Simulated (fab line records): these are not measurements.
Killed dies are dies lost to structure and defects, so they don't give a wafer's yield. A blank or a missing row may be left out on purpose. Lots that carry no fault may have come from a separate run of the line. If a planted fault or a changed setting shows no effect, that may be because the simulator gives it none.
One fault through the eyes of 2 desks || flow n5_finfet || each desk has only its own numbers; what lay behind them comes last

== AT THE METROLOGY DESK ==
What the gauges read, lot by lot, whatever tool the lot ran on: means of the sampled wafers that have a number. Marked OUT: a lot whose mean sits more than 4 standard deviations from the usual mean, which makes it out of limits; the brackets give that distance. Only the readings that lie furthest out on some lot appear, 7 of the 11 it has.
Columns: A = GATE_CUT_OVL at N5_GATE_CUT_OVL_MEAS_14, usual 0.0 nm; B = DIBL_N at N5_BEOL_M4_RC_MEAS_101, usual 36.0 mV/V; C = DIBL_P at N5_BEOL_M4_RC_MEAS_101, usual 36.7 mV/V; D = IOFF_P at N5_BEOL_M4_RC_MEAS_101, usual 0.21 nA/um; E = ION_P at N5_BEOL_M4_RC_MEAS_101, usual 461 uA/um; F = SS_P at N5_BEOL_M4_RC_MEAS_101, usual 73.4 mV/dec; G = VT_P at N5_BEOL_M4_RC_MEAS_101, usual -251 mV
{"lot": "L287", "first seen here": "day 4 13:04", "A": 0.0, "B": 32.3, "C": 33.6, "D": 0.18, "E": 458, "F": 72.5, "G": -253}
{"lot": "L293", "first seen here": "day 6 01:18", "A": 1.1, "B": 36.4, "C": 38.8, "D": 0.26, "E": 469, "F": 74.3, "G": -246}
{"lot": "L295", "first seen here": "day 6 15:19", "A": 0.2, "B": 36.8, "C": 37.4, "D": 0.22, "E": 459, "F": 73.8, "G": -251}
{"lot": "L301", "first seen here": "day 8 02:19", "A": -0.7, "B": 37.3, "C": 35.9, "D": 0.23, "E": 457, "F": 73.6, "G": -249}
{"lot": "L302", "first seen here": "day 8 08:20", "A": -0.2, "B": 36.1, "C": 36.8, "D": 0.22, "E": 465, "F": 73.6, "G": -250}
{"lot": "L304", "first seen here": "day 8 18:55", "A": -0.2, "B": 36.5, "C": 38.0, "D": 0.25, "E": 472, "F": 73.2, "G": -246}
{"lot": "L306", "first seen here": "day 9 08:11", "A": -1.0, "B": 35.6, "C": 37.0, "D": 0.19, "E": 455, "F": 73.5, "G": -254}
{"lot": "L307", "first seen here": "day 9 14:35", "A": -0.3, "B": 34.9, "C": 35.6, "D": 0.22, "E": 466, "F": 73.0, "G": -249}
{"lot": "L309", "first seen here": "day 10 04:30", "A": 0.3, "B": 35.8, "C": 38.0, "D": 0.22, "E": 470, "F": 73.5, "G": -250}
{"lot": "L310", "first seen here": "day 10 09:52", "A": 0.6, "B": 36.0, "C": 37.0, "D": 0.17, "E": 454, "F": 73.2, "G": -256}
Result from this desk: across the 10 lots, nothing is out of limits.

== AT THE TOOL OWNER'S DESK: litho_track-02 ==
The tool's own readings at N5_GATE_CUT_COAT_34 (time 60 s, resist thk 60 nm): means of the sampled wafers that have a number, for each lot that ran on this tool. Marked OUT: a lot whose mean sits more than 4 standard deviations from the usual mean, which makes it out of limits; the brackets give that distance.
Columns: A = spin_speed_rpm at N5_GATE_CUT_COAT_34, usual 1500.2 rpm
{"lot": "L293", "first seen here": "day 6 00:52", "A": 1500.4}
{"lot": "L295", "first seen here": "day 6 15:01", "A": 1500.9}
{"lot": "L302", "first seen here": "day 8 07:54", "A": "1164.5 (-99 or more) OUT"}
{"lot": "L304", "first seen here": "day 8 18:37", "A": "1163.3 (-99 or more) OUT"}
This desk's finding: out of limits on L302, L304; first on L302, day 8 07:54 (spin_speed_rpm at N5_GATE_CUT_COAT_34). In limits: L293, L295.

== ALL TOGETHER ==
At day 8 07:54, on L302, L304, the tool owner's desk was in a position to raise an alarm.
The metrology desk saw nothing out of limits.
The metrology desk has L302, L304 on record, within its limits.
The lots listed all ran N5_GATE_CUT_COAT_34 on litho_track-02.

== WHAT THE SIMULATOR HAD INSERTED ==
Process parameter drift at N5_GATE_CUT_COAT_34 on litho_track-02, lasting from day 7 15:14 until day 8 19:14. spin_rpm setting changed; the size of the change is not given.
Lots struck among those shown: L302, L304.
Time in hours from fault onset to the first out-of-limits reading at each desk: the tool owner's desk, 17.
